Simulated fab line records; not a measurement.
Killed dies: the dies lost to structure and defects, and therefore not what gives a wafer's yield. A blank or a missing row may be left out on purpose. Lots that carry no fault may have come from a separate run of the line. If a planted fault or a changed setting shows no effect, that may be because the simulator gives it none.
2 desks, one fault || flow nand harc || numbers are kept per desk, each desk with only its own; the story behind them comes last

== AT THE METROLOGY DESK ==
What the gauges read, lot by lot, whatever tool the lot ran on: means of the sampled wafers that have a number. The brackets show how far a lot's mean lies from the usual mean; more than 4 standard deviations puts the lot out of limits, marked OUT.
Columns: A = cd nm at NHARC_A_CHANNEL_HOLE_D1_CD_MEAS_30, usual 90.6 nm
{"lot": "L703", "first seen here": "day 8 05:22", "A": 90.1}
{"lot": "L705", "first seen here": "day 8 22:27", "A": 89.7}
{"lot": "L704", "first seen here": "day 9 01:55", "A": 89.1}
{"lot": "L706", "first seen here": "day 9 04:34", "A": 90.0}
{"lot": "L709", "first seen here": "day 9 06:08", "A": 91.2}
{"lot": "L708", "first seen here": "day 9 09:33", "A": 90.7}
{"lot": "L707", "first seen here": "day 9 13:23", "A": 91.6}
{"lot": "L715", "first seen here": "day 11 16:58", "A": 91.5}
{"lot": "L716", "first seen here": "day 11 17:22", "A": 90.2}
{"lot": "L717", "first seen here": "day 11 21:07", "A": 90.4}
{"lot": "L723", "first seen here": "day 13 14:15", "A": 91.2}
{"lot": "L724", "first seen here": "day 13 14:59", "A": 91.1}
{"lot": "L726", "first seen here": "day 14 10:28", "A": 91.6}
Result from this desk: across the 13 lots, nothing is out of limits.

== TOOL OWNER'S DESK, ald sin batch-02 ==
The tool's own readings at NHARC_A_CHANNEL_FILL_D1_ALD_15 (deposits SiNx, target thk 2 nm, pulse time 60 s, ald cycles 19): means of the sampled wafers that have a number, for each lot that ran on this tool. The brackets show how far a lot's mean lies from the usual mean; more than 4 standard deviations puts the lot out of limits, marked OUT.
Columns: A = precursor pulse height rel at NHARC_A_CHANNEL_FILL_D1_ALD_15, usual 1.000
{"lot": "L703", "first seen here": "day 8 15:56", "A": 1.004}
{"lot": "L709", "first seen here": "day 9 16:40", "A": 1.030}
{"lot": "L715", "first seen here": "day 12 03:35", "A": 1.004}
{"lot": "L716", "first seen here": "day 12 03:35", "A": 1.007}
Result from this desk: across the 4 lots, nothing is out of limits.

== TAKEN TOGETHER ==
Nothing out of limits was seen by the metrology desk.
Nothing out of limits was seen by the tool owner's desk.

== WHAT THE SIMULATOR HAD PUT IN ==
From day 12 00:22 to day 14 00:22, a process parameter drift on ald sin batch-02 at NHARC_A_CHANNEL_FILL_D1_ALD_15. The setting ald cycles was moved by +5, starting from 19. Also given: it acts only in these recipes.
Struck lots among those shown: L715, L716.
